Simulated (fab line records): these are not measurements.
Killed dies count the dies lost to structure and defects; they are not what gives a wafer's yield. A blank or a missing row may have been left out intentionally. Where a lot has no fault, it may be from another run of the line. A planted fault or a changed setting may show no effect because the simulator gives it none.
fab line records + flow nandHarc + part 1 of 2: steps 1 to 4 of 6
[record]
- lots = 23
- wafers = 69
- lastDay = 33
route steps=1302 shown A_STAIRCASE@673
lots with no fault: from the same line, run without faults
startH: hours from the record's opening day to when the first of the lot's shown wafers began + waitH: time in hours since the lot's previous step + " the same as in the row above + L1.1+2: a row that stands for several wafers + - either no value or no given start + * or withheld: withheld + < > ~ a bound
route shown NAME@n: names a module that has steps shown in the file, with the first one's number in the route + usual: mean/standard deviation of fault-free wafers + same: alike in all rows + chamber/n: place in a boat + sites: per-site readings + _std_site: standard deviation of those values + _edge_site: the outer-site mean with the inner-site mean subtracted + radiusMm: how far each site lies from the wafer's centre + mask NAME#n: copy n + behind: the tool/chamber that last shaped the wafer + hold: why the lot was held/for how many hours/how that ended + device: transistor that didn't switch, given as n, p or np + end of line: the tests these same wafers got at the end of their route + for a step that has no rows: nothing shown but its recipe + killed: dies lost to structure and defects at the first sort, not the wafer's yield + map: a wafer's dies, marking killed ones x, the rest . and places with no die _
set.NAME: the setting that was run; set.NAME@STEP: the one run at that earlier step + model.NAME: the simulator's own value behind a step, which no gauge read
a sample of lots followed through the steps of the route, with each step as a table and each wafer as a row
services: a tool's chamber out of use, with start hour (startH, from the record's first day; less than 0 if before it), hours out, and reason
[[steps]]
[step NHARC_A_STAIRCASE_ETCH_17]
[recipe]
- targetDepthA = 1000
- timeS = 40.5
- ionEnergyEv = 400
- c4f8FlowSccm = 20
- o2FlowSccm = 10
- arFlowSccm = withheld
- rfW = 600
- biasW = 1000
- chemistry = C4F8/O2
[usual]
- biasW = 999.3/2.9
- oesProductAu = 0.944/0.013
- rfVppV = 896/3.9
| lot.wafer | tool       | chamber | startH | waitH | biasW  | oesProductAu | rfHoursCounterH | rfVppV |
|-----------|------------|---------|--------|-------|--------|--------------|-----------------|--------|
| L074.3    | rieDiel-03 | 2       | -      | -     | 997.3  | 0.946        | 20              | 893    |
| L074.4    | "          | 3       | "      | "     | 1003.5 | 0.954        | 20              | 907    |
| L074.6    | "          | 2       | "      | "     | 997.8  | 0.947        | -               | 894    |
| L075.4    | rieDiel-09 | 3       | -      | -     | 1001.3 | 0.955        | 11              | 896    |
| L075.1    | "          | 1       | "      | "     | 1001.5 | 0.935        | 10              | 895    |
| L075.2    | "          | 2       | "      | "     | 995.7  | 0.934        | 10              | 901    |
| L076.4    | rieDiel-09 | 3       | -      | -     | 994.6  | 0.942        | 18              | 896    |
| L076.2    | "          | 0       | "      | "     | 998.9  | 0.933        | 18              | 894    |
| L076.5    | "          | 2       | "      | "     | 1002.1 | 0.935        | -               | 899    |
| L077.1    | rieDiel-09 | 3       | -      | -     | 1002.6 | 0.937        | 20              | 897    |
| L077.6    | "          | 0       | "      | "     | 996.9  | 0.917        | -               | 893    |
| L077.5    | "          | 1       | "      | "     | 1000.0 | 0.938        | -               | 895    |
| L078.4    | rieDiel-03 | 0       | -      | -     | 1003.3 | 0.943        | 20              | 893    |
| L078.1    | "          | 1       | "      | "     | 1005.4 | 0.941        | 31              | 894    |
| L078.6    | "          | 0       | "      | "     | 1007.6 | 0.939        | -               | 894    |
| L080.3    | rieDiel-09 | 1       | -      | -     | 997.0  | 0.921        | 24              | 894    |
| L080.5    | "          | 0       | "      | "     | 995.4  | 0.930        | -               | 894    |
| L080.6    | "          | 1       | "      | "     | 1001.0 | 0.927        | -               | 895    |
| L079.2    | rieDiel-03 | 0       | -      | -     | 1004.5 | 0.942        | 25              | 892    |
| L079.4    | "          | 2       | "      | "     | 999.0  | 0.945        | 35              | 893    |
| L079.6    | "          | 1       | "      | "     | 999.9  | 0.933        | -               | 894    |
| L082.4    | rieDiel-08 | 1       | -      | -     | 1002.7 | 0.935        | 16              | 903    |
| L082.2    | "          | 2       | "      | "     | 992.0  | 0.932        | 21              | 890    |
| L082.5    | "          | 0       | "      | "     | 1002.2 | 0.949        | -               | 898    |
| L083.2    | rieDiel-03 | 3       | -      | -     | 998.8  | 0.949        | 48              | 905    |
| L083.6    | "          | 3       | "      | "     | 993.3  | 0.953        | -               | 904    |
| L083.4    | "          | 1       | "      | "     | 1004.3 | 0.958        | -               | 895    |
| L084.4    | rieDiel-08 | 3       | -      | -     | 999.9  | 0.948        | 27              | 898    |
| L084.2    | "          | 0       | "      | "     | 1000.0 | 0.939        | 22              | 897    |
| L084.1    | "          | 1       | "      | "     | 997.4  | 0.940        | 23              | 904    |
| L085.4    | rieDiel-03 | 0       | -      | -     | 997.3  | 0.971        | 46              | 893    |
| L085.3    | "          | 2       | "      | "     | 1004.4 | 0.959        | 47              | 894    |
| L085.6    | "          | 0       | "      | "     | 997.6  | 0.975        | -               | 892    |
| L086.2    | rieDiel-03 | 1       | -      | -     | 996.4  | 0.946        | 2               | 894    |
| L086.1    | "          | 3       | "      | "     | 999.7  | 0.947        | 1               | 903    |
| L086.6    | "          | 0       | "      | "     | 993.1  | 0.957        | -               | 893    |
| L087.3    | rieDiel-09 | 0       | -      | -     | 1002.7 | 0.918        | 50              | 895    |
| L087.2    | "          | 1       | "      | "     | 996.1  | 0.928        | 52              | 893    |
| L087.6    | "          | 3       | "      | "     | 1000.6 | 0.941        | -               | 897    |
| L089.3    | rieDiel-03 | 3       | -      | -     | 998.3  | 0.961        | 9               | 905    |
| L089.4    | "          | 0       | "      | "     | 996.8  | 0.961        | 9               | 894    |
| L089.5    | "          | 0       | "      | "     | 1000.0 | 0.970        | -               | 891    |
| L088.4    | rieDiel-09 | 3       | -      | -     | 1000.5 | 0.943        | 57              | 895    |
| L088.2    | "          | 0       | "      | "     | 998.0  | 0.937        | 54              | 893    |
| L088.5    | "          | 3       | "      | "     | 996.7  | 0.941        | -               | 895    |
| L090.1    | rieDiel-08 | 3       | -      | -     | 996.4  | 0.956        | 49              | 898    |
| L090.6    | "          | 3       | "      | "     | 999.3  | 0.963        | -               | 898    |
| L090.5    | "          | 0       | "      | "     | 993.6  | 0.975        | -               | 896    |
| L091.4    | rieDiel-09 | 2       | -      | -     | 1002.9 | 0.949        | 2               | 898    |
| L091.2    | "          | 3       | "      | "     | 1006.4 | 0.938        | 2               | 895    |
| L091.6    | "          | 2       | "      | "     | 1003.2 | 0.946        | -               | 897    |
| L092.2    | rieDiel-09 | 0       | -      | -     | 1004.1 | 0.936        | 9               | 894    |
| L092.3    | "          | 1       | "      | "     | 1004.1 | 0.943        | 13              | 892    |
| L092.5    | "          | 2       | "      | "     | 1003.8 | 0.937        | -               | 897    |
| L093.2    | rieDiel-09 | 2       | -      | -     | 998.1  | 0.925        | 14              | 898    |
| L093.1    | "          | 3       | "      | "     | 996.0  | 0.954        | 13              | 894    |
| L093.4    | "          | 0       | "      | "     | 997.8  | 0.956        | 9               | 894    |
| L094.2    | rieDiel-09 | 3       | -      | -     | 999.5  | 0.954        | 19              | 894    |
| L094.6    | "          | 2       | "      | "     | 994.5  | 0.939        | -               | 899    |
| L094.5    | "          | 3       | "      | "     | 996.0  | 0.952        | -               | 895    |
| L095.3    | rieDiel-08 | 0       | -      | -     | 994.3  | 0.938        | 3               | 896    |
| L095.5    | "          | 0       | "      | "     | 1000.2 | 0.950        | -               | 897    |
| L095.6    | "          | 1       | "      | "     | 995.9  | 0.944        | -               | 903    |
| L096.4    | rieDiel-03 | 1       | -      | -     | 999.0  | 0.945        | 40              | 893    |
| L096.6    | "          | 1       | "      | "     | 1001.6 | 0.940        | -               | 893    |
| L096.5    | "          | 2       | "      | "     | 1000.6 | 0.940        | -               | 892    |
| L097.3    | rieDiel-09 | 1       | -      | -     | 996.3  | 0.936        | 28              | 895    |
| L097.6    | "          | 0       | "      | "     | 1000.4 | 0.940        | -               | 894    |
| L097.5    | "          | 1       | "      | "     | 1004.9 | 0.928        | -               | 895    |
[step NHARC_A_STAIRCASE_TRIM_22]
[recipe]
- timeS = 211.2
- o2FlowSccm = 500
- arFlowSccm = 0
- biasW = 0
- chemistry = O2
[usual]
- drypumpMotorCurrentA = 5.6/0.44
- oesProductAu = 0.996/0.012
- rfVppV = 57.8/0.82
- showerheadPlenumPTorr = 3.53/0.12
- throttleValvePct = 17.035/0.0091
[same]
- biasW = 0
| lot.wafer | tool       | chamber | startH | waitH | drypumpMotorCurrentA | oesProductAu | rfHoursCounterH | rfVppV | showerheadPlenumPTorr | throttleValvePct |
|-----------|------------|---------|--------|-------|----------------------|--------------|-----------------|--------|-----------------------|------------------|
| L074.3    | rieDiel-03 | 3       | -      | -     | 5.7                  | 1.007        | 20              | 58.3   | 3.80                  | 17.036           |
| L074.4    | "          | 0       | "      | "     | 5.3                  | 1.013        | 8               | 57.4   | 3.45                  | 17.031           |
| L074.6    | "          | 2       | "      | "     | 4.8                  | 0.993        | -               | 58.7   | 3.46                  | 17.042           |
| L075.1    | rieDiel-09 | 2       | -      | -     | 5.5                  | 0.975        | 10              | 57.2   | 3.62                  | 17.032           |
| L075.2    | "          | 3       | "      | "     | 6.6                  | 0.996        | 11              | 58.5   | 3.54                  | 17.040           |
| L075.4    | "          | 0       | "      | "     | 5.8                  | 0.974        | 11              | 58.8   | 3.48                  | 17.030           |
| L076.4    | rieDiel-09 | 1       | -      | -     | 5.7                  | 1.000        | 18              | 57.9   | 3.50                  | 17.038           |
| L076.2    | "          | 2       | "      | "     | 5.5                  | 0.977        | 18              | 58.2   | 3.61                  | 17.031           |
| L076.5    | "          | 0       | "      | "     | 5.8                  | 0.982        | -               | 55.9   | 3.48                  | 17.026           |
| L077.1    | rieDiel-08 | 1       | -      | -     | 5.6                  | 0.992        | 4               | 58.8   | 3.75                  | 17.050           |
| L077.6    | "          | 1       | "      | "     | 5.6                  | 0.998        | -               | 57.3   | 3.75                  | 17.041           |
| L077.5    | "          | 2       | "      | "     | 5.7                  | 0.997        | -               | 56.3   | 3.37                  | 17.024           |
| L078.1    | rieDiel-03 | 0       | -      | -     | 5.3                  | 1.010        | 20              | 58.6   | 3.44                  | 17.038           |
| L078.4    | "          | 2       | "      | "     | 4.8                  | 1.000        | 31              | 58.5   | 3.46                  | 17.027           |
| L078.6    | "          | 1       | "      | "     | 6.1                  | 0.997        | -               | 56.3   | 3.49                  | 17.022           |
| L080.3    | rieDiel-09 | 2       | -      | -     | 5.5                  | 0.985        | 27              | 56.8   | 3.61                  | 17.033           |
| L080.5    | "          | 2       | "      | "     | 5.5                  | 0.984        | -               | 57.8   | 3.61                  | 17.034           |
| L080.6    | "          | 3       | "      | "     | 6.6                  | 0.992        | -               | 58.5   | 3.53                  | 17.031           |
| L079.4    | rieDiel-09 | 1       | -      | -     | 5.7                  | 0.986        | 25              | 57.5   | 3.50                  | 17.037           |
| L079.2    | "          | 2       | "      | "     | 5.5                  | 0.982        | 27              | 58.4   | 3.61                  | 17.027           |
| L079.6    | "          | 2       | "      | "     | 5.5                  | 0.982        | -               | 58.2   | 3.61                  | 17.024           |
| L082.2    | rieDiel-08 | 3       | -      | -     | 5.0                  | 0.990        | 21              | 58.2   | 3.58                  | 17.033           |
| L082.4    | "          | 0       | "      | "     | 5.6                  | 0.998        | 16              | 56.7   | 3.58                  | 17.031           |
| L082.5    | "          | 2       | "      | "     | 5.7                  | 0.994        | -               | 57.5   | 3.36                  | 17.039           |
| L083.2    | rieDiel-03 | 3       | -      | -     | 5.7                  | 1.003        | 48              | 58.8   | 3.78                  | 17.052           |
| L083.4    | "          | 0       | "      | "     | 5.3                  | 1.018        | -               | 56.5   | 3.43                  | 17.027           |
| L083.6    | "          | 1       | "      | "     | 6.1                  | 1.002        | -               | 57.8   | 3.48                  | 17.041           |
| L084.4    | rieDiel-08 | 2       | -      | -     | 5.7                  | 0.984        | 27              | 58.0   | 3.36                  | 17.028           |
| L084.2    | "          | 3       | "      | "     | 5.0                  | 0.993        | 27              | 57.4   | 3.58                  | 17.015           |
| L084.1    | "          | 1       | "      | "     | 5.6                  | 0.990        | 23              | 58.0   | 3.73                  | 17.033           |
| L085.4    | rieDiel-03 | 0       | -      | -     | 5.3                  | 1.030        | 46              | 57.7   | 3.43                  | 17.025           |
| L085.3    | "          | 2       | "      | "     | 4.8                  | 1.009        | 48              | 57.4   | 3.45                  | 17.029           |
| L085.6    | "          | 3       | "      | "     | 5.7                  | 1.016        | -               | 58.7   | 3.77                  | 17.057           |
| L086.2    | rieDiel-08 | 2       | -      | -     | 5.7                  | 0.990        | 32              | 56.1   | 3.35                  | 17.052           |
| L086.1    | "          | 3       | "      | "     | 5.0                  | 1.004        | 33              | 58.3   | 3.58                  | 17.034           |
| L086.6    | "          | 3       | "      | "     | 5.0                  | 1.012        | -               | 58.7   | 3.58                  | 17.023           |
| L087.2    | rieDiel-09 | 1       | -      | -     | 5.7                  | 0.985        | 52              | 58.1   | 3.48                  | 17.049           |
| L087.3    | "          | 2       | "      | "     | 5.5                  | 0.975        | 56              | 57.7   | 3.59                  | 17.031           |
| L087.6    | "          | 3       | "      | "     | 6.6                  | 0.996        | -               | 56.8   | 3.52                  | 17.047           |
| L089.3    | rieDiel-08 | 2       | -      | -     | 5.7                  | 0.994        | 38              | 56.9   | 3.35                  | 17.031           |
| L089.4    | "          | 1       | "      | "     | 5.6                  | 1.000        | 36              | 55.8   | 3.73                  | 17.033           |
| L089.5    | "          | 3       | "      | "     | 5.0                  | 1.008        | -               | 58.4   | 3.57                  | 17.023           |
| L088.2    | rieDiel-03 | 1       | -      | -     | 6.1                  | 0.988        | 11              | 56.9   | 3.47                  | 17.045           |
| L088.4    | "          | 2       | "      | "     | 4.8                  | 1.001        | 11              | 58.4   | 3.44                  | 17.039           |
| L088.5    | "          | 2       | "      | "     | 4.8                  | 1.005        | -               | 56.8   | 3.44                  | 17.026           |
| L090.1    | rieDiel-08 | 0       | -      | -     | 5.6                  | 1.017        | 47              | 57.3   | 3.56                  | 17.043           |
| L090.5    | "          | 1       | "      | "     | 5.6                  | 0.997        | -               | 57.3   | 3.72                  | 17.046           |
| L090.6    | "          | 2       | "      | "     | 5.8                  | 0.992        | -               | 58.8   | 3.34                  | 17.035           |
| L091.4    | rieDiel-09 | 2       | -      | -     | 5.5                  | 0.994        | 2               | 59.1   | 3.59                  | 17.037           |
| L091.2    | "          | 0       | "      | "     | 5.7                  | 1.003        | 3               | 57.4   | 3.46                  | 17.023           |
| L091.6    | "          | 1       | "      | "     | 5.7                  | 0.989        | -               | 58.2   | 3.48                  | 17.029           |
| L092.3    | rieDiel-08 | 0       | -      | -     | 5.6                  | 1.006        | 53              | 58.3   | 3.56                  | 17.039           |
| L092.2    | "          | 2       | "      | "     | 5.7                  | 0.998        | 52              | 56.7   | 3.34                  | 17.032           |
| L092.5    | "          | 1       | "      | "     | 5.6                  | 0.987        | -               | 57.4   | 3.72                  | 17.032           |
| L093.2    | rieDiel-09 | 2       | -      | -     | 5.5                  | 0.994        | 15              | 59.2   | 3.58                  | 17.028           |
| L093.4    | "          | 3       | "      | "     | 6.6                  | 0.997        | 13              | 57.6   | 3.51                  | 17.037           |
| L093.1    | "          | 0       | "      | "     | 5.8                  | 0.993        | 10              | 58.4   | 3.45                  | 17.034           |
| L094.2    | rieDiel-09 | 0       | -      | -     | 5.7                  | 0.990        | 15              | 57.4   | 3.45                  | 17.056           |
| L094.6    | "          | 1       | "      | "     | 5.7                  | 1.003        | -               | 58.4   | 3.47                  | 17.039           |
| L094.5    | "          | 2       | "      | "     | 5.5                  | 0.994        | -               | 59.0   | 3.58                  | 17.028           |
| L095.3    | rieDiel-08 | 0       | -      | -     | 5.6                  | 1.004        | 3               | 56.8   | 3.56                  | 17.028           |
| L095.6    | "          | 2       | "      | "     | 5.7                  | 0.997        | -               | 56.9   | 3.34                  | 17.017           |
| L095.5    | "          | 3       | "      | "     | 5.0                  | 0.995        | -               | 58.4   | 3.56                  | 17.031           |
| L096.4    | rieDiel-03 | 2       | -      | -     | 4.8                  | 1.003        | 39              | 58.2   | 3.43                  | 17.022           |
| L096.5    | "          | 1       | "      | "     | 6.1                  | 0.988        | -               | 57.4   | 3.45                  | 17.024           |
| L096.6    | "          | 2       | "      | "     | 4.8                  | 0.996        | -               | 58.3   | 3.43                  | 17.038           |
| L097.3    | rieDiel-03 | 0       | -      | -     | 5.3                  | 1.025        | 33              | 57.8   | 3.41                  | 17.057           |
| L097.6    | "          | 2       | "      | "     | 4.8                  | 1.001        | -               | 56.9   | 3.43                  | 17.039           |
| L097.5    | "          | 3       | "      | "     | 5.7                  | 1.006        | -               | 57.8   | 3.75                  | 17.033           |
[step NHARC_A_STAIRCASE_STRIP_175]
[recipe]
- powerW = 1500
- tempC = 250
- chemistry = O2
[usual]
- drypumpMotorCurrentA = 5.72/0.26
- heaterPowerW = 337/14
| lot.wafer | tool           | chamber | startH | waitH | drypumpMotorCurrentA | heaterPowerW | rfHoursCounterH |
|-----------|----------------|---------|--------|-------|----------------------|--------------|-----------------|
| L074.4    | plasmaAsher-02 | 0       | 353.37 | 0.2   | 5.44                 | 337          | -               |
| L074.3    | "              | 1       | "      | "     | 6.01                 | 318          | -               |
| L074.6    | "              | 0       | "      | "     | 5.42                 | 333          | -               |
| L075.2    | plasmaAsher-01 | 0       | 356.53 | 0.1   | 5.51                 | 356          | 1               |
| L075.1    | "              | 1       | "      | "     | 5.97                 | 338          | 1               |
| L075.4    | "              | 1       | "      | "     | 5.99                 | 340          | -               |
| L076.2    | plasmaAsher-02 | 0       | 376.05 | 0.1   | 5.39                 | 331          | 27              |
| L076.4    | "              | 1       | "      | "     | 5.97                 | 319          | -               |
| L076.5    | "              | 1       | "      | "     | 5.98                 | 319          | -               |
| L077.1    | plasmaAsher-01 | 0       | 388.32 | 0.1   | 5.50                 | 364          | 6               |
| L077.5    | "              | 1       | "      | "     | 6.01                 | 330          | -               |
| L077.6    | "              | 0       | "      | "     | 5.50                 | 367          | -               |
| L078.1    | plasmaAsher-02 | 0       | 389.22 | 0.1   | 5.39                 | 333          | 29              |
| L078.4    | "              | 1       | "      | "     | 5.98                 | 316          | -               |
| L078.6    | "              | 1       | "      | "     | 5.99                 | 315          | -               |
| L080.3    | plasmaAsher-02 | 1       | 403.92 | 0.2   | 5.96                 | 305          | -               |
| L080.6    | "              | 0       | "      | "     | 5.39                 | 342          | -               |
| L080.5    | "              | 1       | "      | "     | 5.98                 | 325          | -               |
| L079.2    | plasmaAsher-01 | 0       | 403.96 | 0.1   | 5.51                 | 359          | 10              |
| L079.4    | "              | 1       | "      | "     | 5.97                 | 340          | -               |
| L079.6    | "              | 0       | "      | "     | 5.51                 | 353          | -               |
| L082.2    | plasmaAsher-02 | 1       | 437.18 | 0.1   | 5.96                 | 328          | 0               |
| L082.4    | "              | 0       | "      | "     | 5.38                 | 338          | -               |
| L082.5    | "              | 0       | "      | "     | 5.38                 | 324          | -               |
| L083.2    | plasmaAsher-01 | 1       | 438.26 | 0.2   | 5.99                 | 336          | 19              |
| L083.4    | "              | 0       | "      | "     | 5.50                 | 357          | -               |
| L083.6    | "              | 0       | "      | "     | 5.50                 | 364          | -               |
| L084.2    | plasmaAsher-01 | 1       | 458.34 | 0.2   | 5.98                 | 334          | 23              |
| L084.1    | "              | 0       | "      | "     | 5.53                 | 360          | 23              |
| L084.4    | "              | 1       | "      | "     | 5.98                 | 333          | -               |
| L085.3    | plasmaAsher-02 | 1       | 458.51 | 0.4   | 5.97                 | 326          | -               |
| L085.4    | "              | 0       | "      | "     | 5.44                 | 334          | -               |
| L085.6    | "              | 1       | "      | "     | 5.96                 | 319          | -               |
| L086.1    | plasmaAsher-01 | 0       | 474.93 | 0.1   | 5.51                 | 359          | 26              |
| L086.2    | "              | 1       | "      | "     | 5.98                 | 332          | 26              |
| L086.6    | "              | 1       | "      | "     | 5.99                 | 330          | -               |
| L087.2    | plasmaAsher-01 | 1       | 480.12 | 0.1   | 6.00                 | 337          | 27              |
| L087.3    | "              | 1       | "      | "     | 5.98                 | 326          | -               |
| L087.6    | "              | 0       | "      | "     | 5.50                 | 367          | -               |
| L089.3    | plasmaAsher-01 | 0       | 499.14 | 0.2   | 5.48                 | 361          | -               |
| L089.4    | "              | 1       | "      | "     | 5.96                 | 336          | -               |
| L089.5    | "              | 1       | "      | "     | 5.98                 | 333          | -               |
| L088.2    | plasmaAsher-01 | 0       | 499.33 | 0.1   | 5.52                 | 361          | 31              |
| L088.4    | "              | 1       | "      | "     | 5.98                 | 334          | -               |
| L088.5    | "              | 1       | "      | "     | 5.98                 | 327          | -               |
| L090.1    | plasmaAsher-02 | 0       | 519.73 | 0.1   | 5.37                 | 329          | 16              |
| L090.5    | "              | 0       | "      | "     | 5.41                 | 329          | -               |
| L090.6    | "              | 1       | "      | "     | 5.98                 | 323          | -               |
| L091.2    | plasmaAsher-02 | 0       | 520.27 | 0.1   | 5.43                 | 331          | 16              |
| L091.4    | "              | 0       | "      | "     | 5.40                 | 328          | -               |
| L091.6    | "              | 0       | "      | "     | 5.40                 | 328          | -               |
| L092.2    | plasmaAsher-02 | 1       | 541.38 | 0.1   | 5.98                 | 325          | 22              |
| L092.3    | "              | 0       | "      | "     | 5.41                 | 337          | -               |
| L092.5    | "              | 0       | "      | "     | 5.41                 | 327          | -               |
| L093.1    | plasmaAsher-01 | 0       | 541.68 | 0.1   | 5.50                 | 338          | 2               |
| L093.2    | "              | 1       | "      | "     | 5.99                 | 341          | 2               |
| L093.4    | "              | 1       | "      | "     | 6.00                 | 335          | -               |
| L094.2    | plasmaAsher-02 | 1       | 553.38 | 0.1   | 5.97                 | 322          | 25              |
| L094.5    | "              | 0       | "      | "     | 5.41                 | 333          | -               |
| L094.6    | "              | 1       | "      | "     | 5.97                 | 327          | -               |
| L095.3    | plasmaAsher-01 | 1       | 566.43 | 0.2   | 5.99                 | 354          | -               |
| L095.5    | "              | 1       | "      | "     | 5.98                 | 349          | -               |
| L095.6    | "              | 0       | "      | "     | 5.53                 | 345          | -               |
| L096.4    | plasmaAsher-01 | 1       | 575.06 | 0.2   | 5.97                 | 340          | -               |
| L096.6    | "              | 0       | "      | "     | 5.50                 | 337          | -               |
| L096.5    | "              | 1       | "      | "     | 5.97                 | 347          | -               |
| L097.3    | plasmaAsher-01 | 0       | 580.80 | 0.2   | 5.52                 | 337          | -               |
| L097.6    | "              | 1       | "      | "     | 5.99                 | 350          | -               |
| L097.5    | "              | 0       | "      | "     | 5.51                 | 337          | -               |
[step NHARC_A_STAIRCASE_ETCH_188]
[recipe]
- targetDepthA = 1000
- timeS = 40.5
- ionEnergyEv = 400
- c4f8FlowSccm = 20
- o2FlowSccm = 10
- arFlowSccm = withheld
- rfW = 600
- biasW = 1000
- chemistry = C4F8/O2
[usual]
- biasW = 1000.4/2.8
- oesProductAu = 0.941/0.015
- rfVppV = 896/4.6
| lot.wafer | tool       | chamber | startH | waitH | biasW  | oesProductAu | rfHoursCounterH | rfVppV |
|-----------|------------|---------|--------|-------|--------|--------------|-----------------|--------|
| L074.4    | rieDiel-03 | 3       | -      | -     | 1000.3 | 0.957        | 21              | 905    |
| L074.3    | "          | 1       | "      | "     | 998.0  | 0.942        | 21              | 895    |
| L074.6    | "          | 2       | "      | "     | 996.6  | 0.950        | -               | 894    |
| L075.2    | rieDiel-08 | 0       | -      | -     | 999.0  | 0.944        | 56              | 899    |
| L075.4    | "          | 1       | "      | "     | 1003.3 | 0.928        | 53              | 904    |
| L075.1    | "          | 2       | "      | "     | 998.5  | 0.933        | 48              | 889    |
| L076.2    | rieDiel-08 | 3       | -      | -     | 1003.4 | 0.932        | 0               | 898    |
| L076.4    | "          | 0       | "      | "     | 1004.7 | 0.955        | 0               | 898    |
| L076.5    | "          | 3       | "      | "     | 1000.2 | 0.940        | -               | 898    |
| L077.1    | rieDiel-03 | 0       | -      | -     | 1004.8 | 0.954        | 21              | 892    |
| L077.5    | "          | 1       | "      | "     | 1001.8 | 0.946        | -               | 895    |
| L077.6    | "          | 2       | "      | "     | 1003.4 | 0.952        | -               | 894    |
| L078.1    | rieDiel-09 | 3       | -      | -     | 998.7  | 0.946        | 25              | 896    |
| L078.4    | "          | 1       | "      | "     | 995.1  | 0.935        | 22              | 895    |
| L078.6    | "          | 0       | "      | "     | 999.0  | 0.926        | -               | 894    |
| L080.3    | rieDiel-09 | 3       | -      | -     | 1000.9 | 0.917        | 28              | 898    |
| L080.6    | "          | 1       | "      | "     | 1000.1 | 0.912        | -               | 894    |
| L080.5    | "          | 2       | "      | "     | 998.1  | 0.911        | -               | 900    |
| L079.2    | rieDiel-08 | 2       | -      | -     | 1007.7 | 0.956        | 10              | 889    |
| L079.4    | "          | 0       | "      | "     | 1001.5 | 0.925        | 7               | 898    |
| L079.6    | "          | 2       | "      | "     | 1007.4 | 0.946        | -               | 891    |
| L082.2    | rieDiel-03 | 1       | -      | -     | 995.1  | 0.939        | 49              | 893    |
| L082.4    | "          | 1       | "      | "     | 998.8  | 0.939        | -               | 895    |
| L082.5    | "          | 3       | "      | "     | 997.2  | 0.935        | -               | 904    |
| L083.2    | rieDiel-08 | 2       | -      | -     | 999.6  | 0.952        | 21              | 889    |
| L083.4    | "          | 3       | "      | "     | 997.1  | 0.945        | 21              | 898    |
| L083.6    | "          | 1       | "      | "     | 1001.4 | 0.953        | -               | 904    |
| L084.4    | rieDiel-09 | 1       | -      | -     | 997.1  | 0.925        | 41              | 894    |
| L084.2    | "          | 2       | "      | "     | 1000.9 | 0.908        | 48              | 899    |
| L084.1    | "          | 3       | "      | "     | 999.2  | 0.926        | 47              | 896    |
| L085.3    | rieDiel-08 | 2       | -      | -     | 1000.1 | 0.920        | 28              | 891    |
| L085.4    | "          | 0       | "      | "     | 1004.3 | 0.936        | 22              | 897    |
| L085.6    | "          | 1       | "      | "     | 1003.2 | 0.919        | -               | 903    |
| L086.2    | rieDiel-09 | 3       | -      | -     | 1000.8 | 0.941        | 53              | 895    |
| L086.1    | "          | 0       | "      | "     | 1001.3 | 0.932        | 49              | 894    |
| L086.6    | "          | 2       | "      | "     | 1001.0 | 0.927        | -               | 898    |
| L087.3    | rieDiel-08 | 3       | -      | -     | 998.6  | 0.954        | 36              | 897    |
| L087.2    | "          | 1       | "      | "     | 997.9  | 0.940        | 32              | 904    |
| L087.6    | "          | 0       | "      | "     | 1000.9 | 0.940        | -               | 897    |
| L089.4    | rieDiel-03 | 1       | -      | -     | 1004.7 | 0.940        | 12              | 894    |
| L089.3    | "          | 0       | "      | "     | 996.5  | 0.983        | 9               | 894    |
| L089.5    | "          | 2       | "      | "     | 998.7  | 0.941        | -               | 893    |
| L088.4    | rieDiel-03 | 3       | -      | -     | 994.9  | 0.947        | 10              | 905    |
| L088.2    | "          | 2       | "      | "     | 1000.0 | 0.939        | 12              | 893    |
| L088.5    | "          | 3       | "      | "     | 1000.5 | 0.942        | -               | 905    |
| L090.1    | rieDiel-09 | 3       | -      | -     | 1004.4 | 0.945        | 3               | 895    |
| L090.6    | "          | 1       | "      | "     | 1000.6 | 0.944        | -               | 894    |
| L090.5    | "          | 3       | "      | "     | 1001.1 | 0.943        | -               | 896    |
| L091.2    | rieDiel-08 | 0       | -      | -     | 1000.4 | 0.955        | 49              | 896    |
| L091.4    | "          | 1       | "      | "     | 1001.2 | 0.941        | 47              | 901    |
| L091.6    | "          | 1       | "      | "     | 996.0  | 0.927        | -               | 904    |
| L092.3    | rieDiel-03 | 0       | -      | -     | 1005.0 | 0.966        | 20              | 891    |
| L092.2    | "          | 1       | "      | "     | 1000.0 | 0.943        | 29              | 893    |
| L092.5    | "          | 3       | "      | "     | 1001.7 | 0.957        | -               | 904    |
| L093.4    | rieDiel-03 | 1       | -      | -     | 1001.5 | 0.932        | 30              | 895    |
| L093.1    | "          | 3       | "      | "     | 1003.2 | 0.954        | 27              | 903    |
| L093.2    | "          | 0       | "      | "     | 1002.1 | 0.962        | 20              | 892    |
| L094.2    | rieDiel-08 | 1       | -      | -     | 1000.7 | 0.959        | 0               | 901    |
| L094.6    | "          | 2       | "      | "     | 998.0  | 0.958        | -               | 889    |
| L094.5    | "          | 3       | "      | "     | 999.7  | 0.960        | -               | 897    |
| L095.3    | rieDiel-03 | 1       | -      | -     | 1004.0 | 0.929        | 39              | 893    |
| L095.5    | "          | 1       | "      | "     | 1002.4 | 0.928        | -               | 892    |
| L095.6    | "          | 2       | "      | "     | 999.1  | 0.933        | -               | 892    |
| L096.4    | rieDiel-08 | 0       | -      | -     | 995.3  | 0.958        | 7               | 897    |
| L096.5    | "          | 2       | "      | "     | 1000.1 | 0.949        | -               | 889    |
| L096.6    | "          | 3       | "      | "     | 1000.6 | 0.961        | -               | 897    |
| L097.3    | rieDiel-08 | 0       | -      | -     | 999.5  | 0.951        | 9               | 897    |
| L097.6    | "          | 1       | "      | "     | 1000.3 | 0.936        | -               | 903    |
| L097.5    | "          | 2       | "      | "     | 998.2  | 0.944        | -               | 890    |
